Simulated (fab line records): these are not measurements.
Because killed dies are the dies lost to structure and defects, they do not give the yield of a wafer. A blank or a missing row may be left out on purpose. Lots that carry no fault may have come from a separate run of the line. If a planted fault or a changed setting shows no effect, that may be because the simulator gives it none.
Which tool was responsible? -- flow n5 finfet -- 12 lots, 36 wafers sampled, at 3 steps of a route of 1938

WHAT THE GAUGES READ, wafer by wafer
N5_BEOL_M5_INSPECT_58: inspects for defects (darkfield).
lot,measured,on,raw defect count
L074,day 9 08:58,defect inspect-01,85 55 61
L077,day 9 16:53,defect inspect-01,70 44 52
L079,day 10 12:05,defect inspect-02,42 55 63
L081,day 11 10:20,defect inspect-01,55 78 52
L084,day 11 20:50,defect inspect-02,93 55 46
L085,day 12 03:29,defect inspect-02,71 76 62
L088,day 13 07:14,defect inspect-01,63 86 86
L091,day 13 12:17,defect inspect-01,54 98 102
L092,day 14 11:31,defect inspect-01,45 55 67
L093,day 14 17:04,defect inspect-01,149 86 71
L094,day 15 13:53,defect inspect-02,68 100 62
L097,day 15 20:41,defect inspect-01,64 46 65

WHICH TOOL RAN EACH LOT (tool, then ch and the chambers of the sampled wafers, then the start)
lot,N5_BEOL_M5_SPUTTER_83,N5_BEOL_M5_SPUTTER_88
L074,"pvd sputter-01, day 9 04:58","pvd sputter-01, day 9 06:04"
L077,"pvd sputter-02, day 9 13:38","pvd sputter-02, day 9 14:43"
L079,"pvd sputter-01, day 10 07:01","pvd sputter-01, day 10 08:06"
L081,"pvd sputter-01, day 11 05:19","pvd sputter-01, day 11 06:25"
L084,"pvd sputter-02, day 11 17:35","pvd sputter-02, day 11 18:40"
L085,"pvd sputter-01, day 11 23:55","pvd sputter-01, day 12 01:00"
L088,"pvd sputter-03, day 13 03:41","pvd sputter-03, day 13 04:46"
L091,"pvd sputter-02, day 13 09:02","pvd sputter-02, day 13 10:07"
L092,"pvd sputter-02, day 14 08:16","pvd sputter-02, day 14 09:21"
L093,"pvd sputter-01, day 14 13:40","pvd sputter-01, day 14 14:46"
L094,"pvd sputter-02, day 15 10:37","pvd sputter-02, day 15 11:43"
L097,"pvd sputter-01, day 15 17:25","pvd sputter-01, day 15 18:31"
- N5_BEOL_M5_SPUTTER_83: material Cu, target thk 15 nm, time 27.62 s.
- N5_BEOL_M5_SPUTTER_88: material Cu, target thk 15 nm, time 27.62 s.

THE ANSWER, worked out from the rows above alone
Rule: the lots themselves supply what counts as usual. The widest of any qualifying gaps counts: lots, ordered by their means at a reading, are off when they make up no more than a third of the lots, leave a main group of 4 or more, and stand apart from it by 3 or more times the standard deviation of that group's means. A main group whose means are all the same, to the digits that the tables above print for the reading, isn't used. Also off: a lot with no number at a reading for which 4 or more lots have one. Where the step has rows for the other lots, those lots are counted as sound.
None of the lots is off at any reading shown; this tells nothing.

WHAT WAS PUT IN BY THE SIMULATOR
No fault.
